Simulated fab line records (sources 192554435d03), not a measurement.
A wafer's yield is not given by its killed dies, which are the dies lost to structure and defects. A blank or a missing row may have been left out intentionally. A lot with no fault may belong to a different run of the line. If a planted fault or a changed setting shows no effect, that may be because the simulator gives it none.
fab line records	flow n5-finfet
record: lots: 24	wafers: 72	last-day: 17
route steps=1938 shown BEOL_M15@1783 MIM_TOP@1834
lots untouched by any fault: they come from a run of this same line in which no faults occurred
start-h: the number of hours between the record's first day and the start of the first shown wafer of the lot	wait-h: hours since the lot's step before	" identical to the entry in the row above	L1.1+2: a row that stands for several wafers	- no value, or no start given	* or withheld: withheld	< > ~ a bound
route shown NAME@n: NAME is a module with steps in the file, n the number in the route of the first one	usual: mean and standard deviation over wafers with no fault	same: alike in all rows	chamber/n: place in a boat	sites: per-site readings	_std_site: the standard deviation of these	_edge_site: outer sites' mean less inner sites'	radius-mm: how far each site lies from the wafer's centre	mask NAME#n: copy n	behind: the last tool/chamber to shape the wafer	hold: the reason the lot was held/the length of the hold in hours/how it ended	device: the transistor (n, p or np) that didn't switch	end of line: the route-end tests of the same wafers	for a step that has no rows: nothing shown but its recipe	killed: at the first sort, the dies lost to defects and structure; wafer yield is something else	map: per-die view of a wafer (x killed, . not killed, _ where there is no die)
set.NAME: the setting the step ran with; set.NAME@STEP: the setting that earlier step ran with	model.NAME: the simulator's own value behind a step, which no gauge read
steps of the route over a sample of lots; a table a step, a row a wafer
services: when a tool's chamber went out of use (start-h, in hours from the record's first day, below 0 if earlier), for how many hours, and the reason
== steps ==
step: N5_BEOL_M15_CD_MEAS_10
recipe: target-cd-nm: 360	landing-energy-ev: 500	detector: se-inlens	polarity: opening
usual: cd-nm: 360.8/1.8
lot.wafer	tool	chamber	start-h	wait-h	cd-nm
L074.1	cd-sem-03	0	246.32	-	359.8
L074.2	"	0	"	"	362.1
L074.3	"	0	"	"	360.5
L075.1	cd-sem-03	0	255.92	-	360.6
L075.3	"	0	"	"	362.0
L075.5	"	0	"	"	359.2
L076.1	cd-sem-03	0	275.72	-	360.3
L076.4	"	0	"	"	359.2
L076.5	"	0	"	"	361.3
L078.1	cd-sem-03	0	276.93	-	363.3
L078.5	"	0	"	"	362.7
L078.6	"	0	"	"	361.4
L077.1	cd-sem-02	0	277.88	-	361.1
L077.3	"	0	"	"	361.3
L077.5	"	0	"	"	361.3
L079.1	cd-sem-02	0	290.75	-	359.1
L079.3	"	0	"	"	363.4
L079.5	"	0	"	"	360.8
L080.2	cd-sem-03	0	293.96	-	363.4
L080.3	"	0	"	"	362.5
L080.6	"	0	"	"	362.5
L082.2	cd-sem-02	0	296.31	-	363.2
L082.3	"	0	"	"	362.5
L082.5	"	0	"	"	364.8
L081.1	cd-sem-02	0	296.74	-	360.0
L081.3	"	0	"	"	359.0
L081.5	"	0	"	"	358.5
L083.2	cd-sem-02	0	306.17	-	363.8
L083.3	"	0	"	"	362.5
L083.6	"	0	"	"	361.2
L086.1	cd-sem-02	0	322.12	-	364.5
L086.3	"	0	"	"	363.3
L086.4	"	0	"	"	360.5
L085.2	cd-sem-03	0	327.73	-	360.1
L085.3	"	0	"	"	364.0
L085.4	"	0	"	"	359.7
L087.2	cd-sem-02	0	328.28	-	358.7
L087.3	"	0	"	"	358.9
L087.5	"	0	"	"	358.4
L084.1	cd-sem-03	0	328.37	-	359.2
L084.5	"	0	"	"	358.2
L084.6	"	0	"	"	361.2
L088.2	cd-sem-03	0	332.95	-	362.1
L088.3	"	0	"	"	359.0
L088.5	"	0	"	"	360.9
L090.1	cd-sem-03	0	360.72	-	362.1
L090.5	"	0	"	"	359.2
L090.6	"	0	"	"	360.3
L089.1	cd-sem-03	0	364.55	-	358.1
L089.2	"	0	"	"	357.2
L089.3	"	0	"	"	358.8
L092.1	cd-sem-01	0	365.98	-	361.0
L092.2	"	0	"	"	358.9
L092.4	"	0	"	"	363.4
L091.1	cd-sem-02	0	366.45	-	361.9
L091.3	"	0	"	"	358.3
L091.6	"	0	"	"	361.7
L094.2	cd-sem-01	0	374.61	-	361.3
L094.5	"	0	"	"	359.8
L094.6	"	0	"	"	360.5
L093.3	cd-sem-02	0	375.15	-	358.4
L093.5	"	0	"	"	363.0
L093.6	"	0	"	"	357.7
L095.1	cd-sem-01	0	378.78	-	362.1
L095.2	"	0	"	"	361.1
L095.4	"	0	"	"	361.1
L096.4	cd-sem-02	0	382.08	-	364.0
L096.5	"	0	"	"	359.6
L096.6	"	0	"	"	362.8
L097.1	cd-sem-01	0	388.44	-	361.5
L097.2	"	0	"	"	361.0
L097.6	"	0	"	"	363.7
step: N5_BEOL_M15_DESCUM_15
recipe: chemistry: O2	time-s: 7.9	source-power-w: 50	bias-power-w: 20	pressure-mtorr: 20	rf-frequency-hz: 2.712e+07	temp-c: 40	o2-flow-sccm: 225
usual: drypump-motor-current-A: 5.9/0.49	oes-product-au: 0.75/0.084	rf-vpp-V: 243.2/1.5	showerhead-plenum-p-Torr: 2.10/0.081	throttle-valve-pct: 20.46/0.18
lot.wafer	tool	chamber	start-h	wait-h	drypump-motor-current-A	oes-product-au	rf-hours-counter-h	rf-vpp-V	showerhead-plenum-p-Torr	throttle-valve-pct
L074.1	rie-diel-03	3	246.41	0.0	5.3	0.70	195	241.5	1.99	20.66
L074.2	"	1	"	"	6.5	0.70	204	242.0	2.10	20.76
L074.3	"	2	"	"	5.3	0.70	217	242.3	2.07	20.24
L075.1	rie-diel-04	3	256.15	0.2	5.9	0.69	201	243.9	2.18	20.55
L075.3	"	1	"	"	6.0	0.70	182	243.4	2.16	20.48
L075.5	"	3	"	"	5.9	0.70	-	244.0	2.18	20.54
L076.1	rie-diel-04	2	275.81	0.0	5.4	0.74	174	243.7	2.08	20.39
L076.4	"	1	"	"	6.0	0.70	187	243.7	2.16	20.48
L076.5	"	2	"	"	5.4	0.74	-	244.0	2.08	20.40
L078.1	rie-diel-03	1	277.02	0.0	6.5	0.69	212	240.9	2.10	20.78
L078.5	"	2	"	"	5.3	0.69	-	241.7	2.07	20.27
L078.6	"	1	"	"	6.5	0.70	-	241.8	2.10	20.79
L077.1	rie-diel-04	1	277.97	0.0	6.0	0.70	188	244.2	2.16	20.47
L077.3	"	2	"	"	5.4	0.75	175	243.5	2.08	20.40
L077.5	"	1	"	"	6.0	0.70	-	244.1	2.16	20.49
L079.1	rie-diel-04	0	290.84	0.0	6.3	0.69	246	241.2	1.95	20.62
L079.3	"	1	"	"	6.0	0.69	192	243.6	2.16	20.49
L079.5	"	3	"	"	5.9	0.68	-	244.9	2.18	20.56
L080.2	rie-diel-02	0	294.04	0.0	5.1	0.78	135	244.9	2.19	20.39
L080.3	"	3	"	"	6.6	0.91	26	244.7	2.16	20.48
L080.6	"	1	"	"	6.1	0.73	-	241.6	1.99	20.34
L082.2	rie-diel-04	0	297.18	0.8	6.3	0.69	248	240.7	1.95	20.61
L082.3	"	1	"	"	6.0	0.69	194	244.1	2.16	20.49
L082.5	"	2	"	"	5.4	0.72	-	243.3	2.08	20.40
L081.1	rie-diel-02	3	297.54	0.7	6.6	0.91	28	244.6	2.16	20.48
L081.3	"	0	"	"	5.1	0.77	137	244.5	2.19	20.40
L081.5	"	3	"	"	6.6	0.90	-	244.3	2.16	20.46
L083.2	rie-diel-02	2	306.26	0.0	6.1	0.71	198	242.9	2.06	20.28
L083.3	"	1	"	"	6.2	0.73	185	240.0	1.99	20.33
L083.6	"	3	"	"	6.6	0.91	-	242.9	2.16	20.47
L086.1	rie-diel-02	0	322.21	0.0	5.1	0.77	143	244.6	2.19	20.39
L086.3	"	2	"	"	6.1	0.71	204	242.4	2.06	20.30
L086.4	"	3	"	"	6.6	0.90	35	242.7	2.15	20.48
L085.2	rie-diel-02	0	327.81	0.0	5.1	0.76	145	245.6	2.19	20.42
L085.3	"	2	"	"	6.2	0.69	205	244.4	2.06	20.32
L085.4	"	0	"	"	5.1	0.75	-	245.6	2.19	20.41
L087.2	rie-diel-04	1	328.75	0.4	6.0	0.69	205	244.5	2.15	20.50
L087.3	"	0	"	"	6.3	1.00	2	245.2	2.21	20.24
L087.5	"	3	"	"	6.0	0.68	-	243.9	2.17	20.61
L084.1	rie-diel-03	3	329.82	1.4	5.3	0.69	220	241.2	1.98	20.69
L084.5	"	0	"	"	5.9	0.90	-	245.7	2.21	20.10
L084.6	"	3	"	"	5.3	0.70	-	242.1	1.98	20.70
L088.2	rie-diel-02	3	333.15	0.1	6.6	0.88	40	243.6	2.15	20.49
L088.3	"	3	"	"	6.6	0.88	-	244.9	2.15	20.48
L088.5	"	2	"	"	6.1	0.69	-	242.9	2.06	20.30
L090.1	rie-diel-04	3	360.81	0.0	5.9	0.67	234	244.2	2.17	20.61
L090.5	"	1	"	"	6.0	0.67	-	245.0	2.15	20.53
L090.6	"	2	"	"	5.4	0.70	-	243.4	2.07	20.44
L089.1	rie-diel-02	2	364.64	0.0	6.1	0.68	218	242.1	2.06	20.31
L089.2	"	3	"	"	6.6	0.86	49	244.6	2.15	20.51
L089.3	"	0	"	"	5.1	0.75	153	243.4	2.19	20.41
L092.1	rie-diel-02	2	366.07	0.0	6.1	0.69	219	243.3	2.06	20.32
L092.2	"	0	"	"	5.1	0.76	153	244.7	2.19	20.43
L092.4	"	1	"	"	6.1	0.71	199	242.1	1.98	20.38
L091.1	rie-diel-03	3	366.53	0.0	5.3	0.71	226	242.7	1.98	20.69
L091.3	"	1	"	"	6.5	0.68	244	240.8	2.09	20.83
L091.6	"	0	"	"	5.9	0.88	-	245.6	2.20	20.13
L094.2	rie-diel-03	1	374.70	0.0	6.4	0.68	248	243.3	2.08	20.83
L094.5	"	0	"	"	5.9	0.87	-	245.7	2.20	20.14
L094.6	"	1	"	"	6.4	0.67	-	242.5	2.09	20.84
L093.3	rie-diel-03	3	375.24	0.0	5.3	0.69	230	243.2	1.98	20.71
L093.5	"	3	"	"	5.3	0.69	-	240.5	1.98	20.70
L093.6	"	1	"	"	6.5	0.67	-	243.8	2.09	20.84
L095.1	rie-diel-02	3	379.65	0.8	6.6	0.86	54	242.8	2.15	20.50
L095.2	"	0	"	"	5.1	0.75	159	243.1	2.19	20.41
L095.4	"	1	"	"	6.2	0.71	204	239.2	1.98	20.36
L096.4	rie-diel-02	1	382.19	0.1	6.2	0.71	205	242.4	1.98	20.37
L096.5	"	2	"	"	6.1	0.68	-	243.4	2.06	20.33
L096.6	"	1	"	"	6.2	0.70	-	240.9	1.98	20.36
L097.1	rie-diel-04	1	388.52	0.0	6.1	0.67	222	244.1	2.15	20.53
L097.2	"	3	"	"	5.9	0.67	244	242.8	2.17	20.63
L097.6	"	3	"	"	5.9	0.67	-	243.9	2.17	20.62
step: N5_BEOL_M15_ETCH_59
recipe: chemistry: N2/H2	target: BARC	target-depth-a: 890	overetch-a: 267	time-s: 67.9	ion-energy-ev: 200	pressure-mtorr: 30	source-w: 840	bias-w: 150	n2-flow-sccm: 200	h2-flow-sccm: 200
usual: drypump-motor-current-A: 6.0/0.49	oes-product-au: 0.64/0.067	rf-vpp-V: 524.1/2.7	showerhead-plenum-p-Torr: 2.55/0.095	throttle-valve-pct: 17.86/0.13
lot.wafer	tool	chamber	start-h	wait-h	drypump-motor-current-A	oes-product-au	rf-hours-counter-h	rf-vpp-V	showerhead-plenum-p-Torr	throttle-valve-pct
L074.1	rie-diel-03	3	246.44	0.0	5.3	0.62	195	523.3	2.40	17.98
L074.2	"	1	"	"	6.5	0.61	204	523.7	2.51	17.94
L074.3	"	2	"	"	5.3	0.61	217	524.0	2.52	17.91
L075.1	rie-diel-04	3	256.18	0.0	5.9	0.60	201	525.2	2.62	17.74
L075.3	"	1	"	"	6.0	0.61	182	525.4	2.63	18.00
L075.5	"	3	"	"	5.9	0.58	-	527.1	2.62	17.75
L076.1	rie-diel-04	2	275.84	0.0	5.4	0.63	174	524.2	2.53	17.85
L076.4	"	1	"	"	6.0	0.60	187	525.4	2.63	18.00
L076.5	"	2	"	"	5.4	0.63	-	523.6	2.53	17.87
L078.1	rie-diel-03	1	277.06	0.0	6.5	0.59	212	522.7	2.51	17.94
L078.5	"	2	"	"	5.3	0.60	-	523.1	2.52	17.92
L078.6	"	1	"	"	6.5	0.59	-	523.3	2.51	17.92
L077.1	rie-diel-04	1	278.00	0.0	6.1	0.60	188	526.6	2.63	18.00
L077.3	"	2	"	"	5.4	0.62	175	522.9	2.53	17.87
L077.5	"	1	"	"	6.1	0.60	-	526.6	2.63	18.01
L079.1	rie-diel-04	0	290.88	0.0	6.3	0.60	246	518.4	2.38	18.15
L079.3	"	1	"	"	6.0	0.60	192	527.0	2.63	18.02
L079.5	"	3	"	"	5.9	0.59	-	525.6	2.62	17.77
L080.2	rie-diel-02	0	294.08	0.0	5.1	0.66	135	526.8	2.65	17.80
L080.3	"	3	"	"	6.7	0.77	26	526.6	2.59	17.66
L080.6	"	1	"	"	6.2	0.63	-	520.2	2.43	17.84
L082.2	rie-diel-04	0	297.21	0.0	6.4	0.59	248	520.5	2.38	18.15
L082.3	"	1	"	"	6.0	0.60	194	526.2	2.63	18.01
L082.5	"	2	"	"	5.4	0.63	-	522.3	2.52	17.88
L081.1	rie-diel-02	3	297.58	0.0	6.6	0.77	28	525.7	2.59	17.66
L081.3	"	0	"	"	5.1	0.65	137	526.4	2.65	17.81
L081.5	"	3	"	"	6.7	0.77	-	524.8	2.59	17.66
L083.2	rie-diel-02	2	306.29	0.0	6.1	0.61	198	523.9	2.52	17.79
L083.3	"	1	"	"	6.2	0.63	185	521.1	2.43	17.86
L083.6	"	3	"	"	6.6	0.76	-	525.7	2.59	17.67
L086.1	rie-diel-02	0	322.25	0.0	5.1	0.65	143	525.7	2.65	17.81
L086.3	"	2	"	"	6.2	0.61	204	522.4	2.52	17.80
L086.4	"	3	"	"	6.6	0.76	35	525.7	2.59	17.68
L085.2	rie-diel-02	0	327.85	0.0	5.1	0.66	145	525.3	2.64	17.83
L085.3	"	2	"	"	6.1	0.60	205	522.8	2.52	17.78
L085.4	"	0	"	"	5.1	0.65	-	527.5	2.64	17.82
L087.2	rie-diel-04	1	328.78	0.0	6.0	0.60	205	525.7	2.62	18.05
L087.3	"	0	"	"	6.4	0.84	2	530.4	2.70	17.72
L087.5	"	3	"	"	6.0	0.59	-	526.1	2.61	17.78
L084.1	rie-diel-03	3	329.85	0.0	5.3	0.60	220	519.4	2.39	18.03
L084.5	"	0	"	"	5.9	0.76	-	526.7	2.70	17.63
L084.6	"	3	"	"	5.3	0.60	-	519.6	2.39	18.03
L088.2	rie-diel-02	3	333.20	0.0	6.6	0.75	40	524.6	2.59	17.68
L088.3	"	3	"	"	6.6	0.75	-	525.4	2.59	17.67
L088.5	"	2	"	"	6.1	0.61	-	522.8	2.52	17.80
L090.1	rie-diel-04	3	360.84	0.0	6.0	0.57	234	527.7	2.61	17.81
L090.5	"	1	"	"	6.0	0.59	-	526.1	2.62	18.04
L090.6	"	2	"	"	5.4	0.61	-	523.3	2.51	17.90
L089.1	rie-diel-02	2	364.68	0.0	6.1	0.60	218	523.7	2.51	17.82
L089.2	"	3	"	"	6.7	0.74	49	525.5	2.58	17.70
L089.3	"	0	"	"	5.1	0.64	153	526.9	2.64	17.84
L092.1	rie-diel-02	2	366.10	0.0	6.2	0.60	219	522.0	2.51	17.81
L092.2	"	0	"	"	5.1	0.65	153	528.1	2.64	17.84
L092.4	"	1	"	"	6.2	0.62	199	520.7	2.42	17.85
L091.1	rie-diel-03	3	366.57	0.0	5.3	0.60	226	520.1	2.39	18.02
L091.3	"	1	"	"	6.5	0.58	245	522.6	2.50	18.00
L091.6	"	0	"	"	5.9	0.74	-	528.2	2.70	17.66
L094.2	rie-diel-03	1	374.73	0.0	6.5	0.58	248	523.2	2.49	17.99
L094.5	"	0	"	"	5.9	0.74	-	528.6	2.69	17.67
L094.6	"	1	"	"	6.5	0.58	-	522.3	2.50	18.00
L093.3	rie-diel-03	3	375.27	0.0	5.3	0.60	230	518.9	2.39	18.04
L093.5	"	3	"	"	5.3	0.60	-	519.9	2.39	18.05
L093.6	"	1	"	"	6.5	0.58	-	522.6	2.50	18.00
L095.1	rie-diel-02	3	379.68	0.0	6.7	0.73	54	523.7	2.58	17.72
L095.2	"	0	"	"	5.1	0.64	159	527.3	2.64	17.84
L095.4	"	1	"	"	6.2	0.62	204	520.9	2.42	17.88
L096.4	rie-diel-02	1	382.23	0.0	6.2	0.62	205	520.6	2.42	17.88
L096.5	"	2	"	"	6.1	0.60	-	523.1	2.51	17.82
L096.6	"	1	"	"	6.2	0.61	-	520.3	2.42	17.87
L097.1	rie-diel-04	1	388.56	0.0	6.0	0.58	222	526.1	2.61	18.07
L097.2	"	3	"	"	6.0	0.57	244	525.9	2.60	17.81
L097.6	"	3	"	"	6.0	0.56	-	525.3	2.60	17.82
step: N5_BEOL_M15_DEGAS_41
recipe: ambient: vacuum	temp-c: 300	time-s: 60
usual: heater-power-w: 470/44
lot.wafer	tool	chamber	start-h	wait-h	heater-power-w
L074.1	pvd-sputter-01	-	254.05	0.2	530
L074.2	"	-	"	"	445
L074.3	"	-	"	"	523
L075.1	pvd-sputter-03	-	261.33	0.5	383
L075.3	"	-	"	"	471
L075.5	"	-	"	"	483
L076.1	pvd-sputter-02	-	281.83	0.1	502
L076.4	"	-	"	"	492
L076.5	"	-	"	"	488
L078.1	pvd-sputter-01	-	281.90	0.1	527
L078.5	"	-	"	"	440
L078.6	"	-	"	"	412
L077.1	pvd-sputter-03	-	285.41	0.3	439
L077.3	"	-	"	"	485
L077.5	"	-	"	"	440
L079.1	pvd-sputter-01	-	296.92	0.2	436
L079.3	"	-	"	"	522
L079.5	"	-	"	"	452
L080.2	pvd-sputter-02	-	297.25	0.4	510
L080.3	"	-	"	"	483
L080.6	"	-	"	"	497
L081.1	pvd-sputter-01	-	302.28	0.3	526
L081.3	"	-	"	"	528
L081.5	"	-	"	"	440
L082.2	pvd-sputter-01	-	302.64	0.6	521
L082.3	"	-	"	"	502
L082.5	"	-	"	"	531
L083.2	pvd-sputter-01	-	308.89	0.2	529
L083.3	"	-	"	"	447
L083.6	"	-	"	"	526
L086.1	pvd-sputter-03	-	326.76	0.3	438
L086.3	"	-	"	"	483
L086.4	"	-	"	"	481
L085.2	pvd-sputter-02	-	332.47	1.0	523
L085.3	"	-	"	"	483
L085.4	"	-	"	"	481
L087.2	pvd-sputter-02	-	333.13	0.1	520
L087.3	"	-	"	"	489
L087.5	"	-	"	"	459
L084.1	pvd-sputter-03	-	338.37	0.1	491
L084.5	"	-	"	"	388
L084.6	"	-	"	"	438
L088.2	pvd-sputter-01	-	338.75	0.4	550
L088.3	"	-	"	"	449
L088.5	"	-	"	"	523
L090.1	pvd-sputter-01	-	363.63	0.1	400
L090.5	"	-	"	"	419
L090.6	"	-	"	"	519
L089.1	pvd-sputter-03	-	367.32	0.4	434
L089.2	"	-	"	"	401
L089.3	"	-	"	"	475
L091.1	pvd-sputter-02	-	375.17	1.8	475
L091.3	"	-	"	"	530
L091.6	"	-	"	"	471
L092.1	pvd-sputter-03	-	375.24	1.8	389
L092.2	"	-	"	"	492
L092.4	"	-	"	"	438
L094.2	pvd-sputter-02	-	378.16	0.0	499
L094.5	"	-	"	"	478
L094.6	"	-	"	"	482
L093.3	pvd-sputter-03	-	378.84	0.0	491
L093.5	"	-	"	"	482
L093.6	"	-	"	"	449
L095.1	pvd-sputter-01	-	381.78	0.0	406
L095.2	"	-	"	"	449
L095.4	"	-	"	"	541
L096.4	pvd-sputter-03	-	385.44	0.3	470
L096.5	"	-	"	"	487
L096.6	"	-	"	"	402
L097.1	pvd-sputter-01	-	392.73	1.8	539
L097.2	"	-	"	"	516
L097.6	"	-	"	"	436
step: N5_BEOL_M15_RS_MEAS_54
recipe: thk-meas-gauge: four-point-probe	reads: Cu_of_BEOL_M15_ECD_47+Ta_of_BEOL_M15_SPUTTER_44+TaN_of_BEOL_M15_SPUTTER_43
usual: M15_RS: 0.0217/0.00038
lot.wafer	tool	chamber	start-h	wait-h	M15_RS[ohm/sq]
L074.1	film-metro-02	-	255.39	0.0	0.0222
L074.2	"	-	"	"	0.0218
L074.3	"	-	"	"	0.0213
L075.1	film-metro-01	-	262.92	0.0	0.0220
L075.3	"	-	"	"	0.0216
L075.5	"	-	"	"	0.0223
L076.1	film-metro-01	-	283.25	0.1	0.0221
L076.4	"	-	"	"	0.0219
L076.5	"	-	"	"	0.0215
L078.1	film-metro-01	-	283.58	0.3	0.0216
L078.5	"	-	"	"	0.0210
L078.6	"	-	"	"	0.0214
L077.1	film-metro-02	-	286.76	0.1	0.0212
L077.3	"	-	"	"	0.0216
L077.5	"	-	"	"	0.0222
L079.1	film-metro-01	-	298.27	0.1	0.0210
L079.3	"	-	"	"	0.0215
L079.5	"	-	"	"	0.0212
L080.2	film-metro-02	-	299.19	0.1	0.0218
L080.3	"	-	"	"	0.0222
L080.6	"	-	"	"	0.0219
L081.1	film-metro-02	-	303.60	0.0	0.0216
L081.3	"	-	"	"	0.0217
L081.5	"	-	"	"	0.0219
L082.2	film-metro-02	-	304.08	0.1	0.0219
L082.3	"	-	"	"	0.0215
L082.5	"	-	"	"	0.0216
L083.2	film-metro-02	-	310.24	0.1	0.0223
L083.3	"	-	"	"	0.0222
L083.6	"	-	"	"	0.0219
L086.1	film-metro-01	-	328.71	0.0	0.0211
L086.3	"	-	"	"	0.0218
L086.4	"	-	"	"	0.0217
L085.2	film-metro-02	-	334.33	0.1	0.0220
L085.3	"	-	"	"	0.0219
L085.4	"	-	"	"	0.0215
L087.2	film-metro-01	-	334.61	0.1	0.0214
L087.3	"	-	"	"	0.0217
L087.5	"	-	"	"	0.0223
L084.1	film-metro-01	-	339.69	0.0	0.0223
L084.5	"	-	"	"	0.0221
L084.6	"	-	"	"	0.0214
L088.2	film-metro-02	-	340.07	0.1	0.0213
L088.3	"	-	"	"	0.0222
L088.5	"	-	"	"	0.0214
L090.1	film-metro-02	-	365.90	0.1	0.0217
L090.5	"	-	"	"	0.0215
L090.6	"	-	"	"	0.0223
L089.1	film-metro-02	-	368.66	0.1	0.0218
L089.2	"	-	"	"	0.0210
L089.3	"	-	"	"	0.0214
L091.1	film-metro-01	-	376.61	0.0	0.0221
L091.3	"	-	"	"	0.0222
L091.6	"	-	"	"	0.0224
L092.1	film-metro-01	-	376.88	0.0	0.0216
L092.2	"	-	"	"	0.0218
L092.4	"	-	"	"	0.0211
L094.2	film-metro-02	-	379.87	0.1	0.0216
L094.5	"	-	"	"	0.0222
L094.6	"	-	"	"	0.0213
L093.3	film-metro-02	-	380.23	0.1	0.0222
L093.5	"	-	"	"	0.0222
L093.6	"	-	"	"	0.0219
L095.1	film-metro-01	-	383.10	0.0	0.0222
L095.2	"	-	"	"	0.0215
L095.4	"	-	"	"	0.0213
L096.4	film-metro-02	-	387.14	0.1	0.0220
L096.5	"	-	"	"	0.0219
L096.6	"	-	"	"	0.0214
L097.1	film-metro-01	-	394.05	0.0	0.0215
L097.2	"	-	"	"	0.0219
L097.6	"	-	"	"	0.0218
step: N5_MIM_TOP_ALD_00
recipe: material: Al2O3	target-thk-a: *	temp-c: withheld	ald-precursor-family: TMA	ald-co-reactant: O3	pulse-time-s: withheld	purge-time-s: 3	co-reactant-purge-time-s: withheld	co-reactant-pulse-time-s: 3	ald-cycles: withheld
usual: precursor-pulse-height-rel: 1.001/0.018
lot.wafer	tool	chamber	start-h	wait-h	precursor-pulse-height-rel
L074.1	ald-hk-02	2	256.83	0.1	1.012
L074.2	"	0	"	"	1.025
L074.3	"	3	"	"	0.992
L075.1	ald-hk-02	2	264.97	0.1	1.028
L075.3	"	0	"	"	1.025
L075.5	"	0	"	"	1.004
L076.1	ald-hk-03	3	284.86	0.1	0.982
L076.4	"	1	"	"	1.011
L076.5	"	3	"	"	0.993
L078.1	ald-hk-01	1	285.32	0.1	0.992
L078.5	"	2	"	"	0.983
L078.6	"	3	"	"	1.003
L077.1	ald-hk-02	2	288.50	0.1	0.996
L077.3	"	3	"	"	1.042
L077.5	"	1	"	"	0.985
L079.1	ald-hk-03	0	299.49	0.1	0.991
L079.3	"	1	"	"	1.006
L079.5	"	2	"	"	1.014
L080.2	ald-hk-03	3	301.76	0.1	1.003
L080.3	"	0	"	"	0.992
L080.6	"	3	"	"	0.982
L081.1	ald-hk-01	3	305.35	0.1	1.008
L081.3	"	2	"	"	1.023
L081.5	"	2	"	"	0.990
L082.2	ald-hk-02	2	305.47	0.1	0.993
L082.3	"	3	"	"	0.998
L082.5	"	1	"	"	0.963
L083.2	ald-hk-01	1	312.97	0.1	0.987
L083.3	"	0	"	"	1.003
L083.6	"	1	"	"	1.025
L086.1	ald-hk-03	1	330.36	0.1	0.976
L086.3	"	3	"	"	0.986
L086.4	"	0	"	"	1.007
L085.2	ald-hk-02	2	338.11	0.1	1.000
L085.3	"	3	"	"	0.989
L085.4	"	0	"	"	0.990
L087.2	ald-hk-03	0	338.19	0.1	0.949
L087.3	"	3	"	"	1.006
L087.5	"	0	"	"	1.011
L084.1	ald-hk-01	3	341.07	0.1	0.997
L084.5	"	2	"	"	0.999
L084.6	"	1	"	"	0.977
L088.2	ald-hk-02	2	341.29	0.1	0.985
L088.3	"	3	"	"	1.006
L088.5	"	1	"	"	1.011
L090.1	ald-hk-02	0	371.92	0.1	0.968
L090.5	"	1	"	"	0.984
L090.6	"	2	"	"	0.998
L089.1	ald-hk-01	3	372.24	0.1	0.977
L089.2	"	1	"	"	0.989
L089.3	"	0	"	"	1.017
L091.1	ald-hk-01	1	377.82	0.1	0.999
L091.3	"	3	"	"	0.995
L091.6	"	3	"	"	1.019
L092.1	ald-hk-03	2	378.22	0.1	0.982
L092.2	"	1	"	"	0.998
L092.4	"	0	"	"	0.994
L094.2	ald-hk-03	2	381.52	0.1	1.011
L094.5	"	2	"	"	1.002
L094.6	"	3	"	"	1.007
L093.3	ald-hk-02	2	384.16	0.1	0.980
L093.5	"	1	"	"	1.022
L093.6	"	2	"	"	1.010
L095.1	ald-hk-01	0	385.16	0.1	1.043
L095.2	"	3	"	"	0.985
L095.4	"	2	"	"	1.032
L096.4	ald-hk-01	0	388.95	0.1	1.030
L096.5	"	1	"	"	1.012
L096.6	"	2	"	"	1.001
L097.1	ald-hk-02	3	396.57	0.1	0.987
L097.2	"	0	"	"	0.997
L097.6	"	0	"	"	0.994
== services ==
tool	chamber	start-h	hours	kind
rie-diel-03	0	225.48	-	clean
rie-diel-03	0	225.48	-	consumable-replace:focus-ring
rie-diel-03	0	225.48	-	consumable-replace:showerhead
rie-diel-03	0	225.48	21.1	scheduled-down
rie-diel-03	0	225.48	21.1	vent-cycle
rie-diel-04	2	248.97	8.5	repair
rie-diel-02	3	249.69	7.0	repair
pvd-sputter-03	-	279.46	4.2	repair
rie-diel-04	0	303.73	-	clean
rie-diel-04	0	303.73	-	consumable-replace:focus-ring
rie-diel-04	0	303.73	-	consumable-replace:showerhead
rie-diel-04	0	303.73	17.6	scheduled-down
rie-diel-04	0	303.73	17.6	vent-cycle
rie-diel-04	2	316.38	2.4	repair
rie-diel-02	1	327.06	13.8	repair
rie-diel-03	2	333.27	7.1	repair
ald-hk-01	-	341.78	2.8	pm
rie-diel-03	3	347.79	18.3	repair
rie-diel-03	2	366.13	-	clean
rie-diel-03	2	366.13	-	consumable-replace:esc
rie-diel-03	2	366.13	-	consumable-replace:focus-ring
rie-diel-03	2	366.13	23.7	scheduled-down
rie-diel-03	2	366.13	23.7	vent-cycle
rie-diel-03	1	386.02	11.1	repair
== key ==
fault none
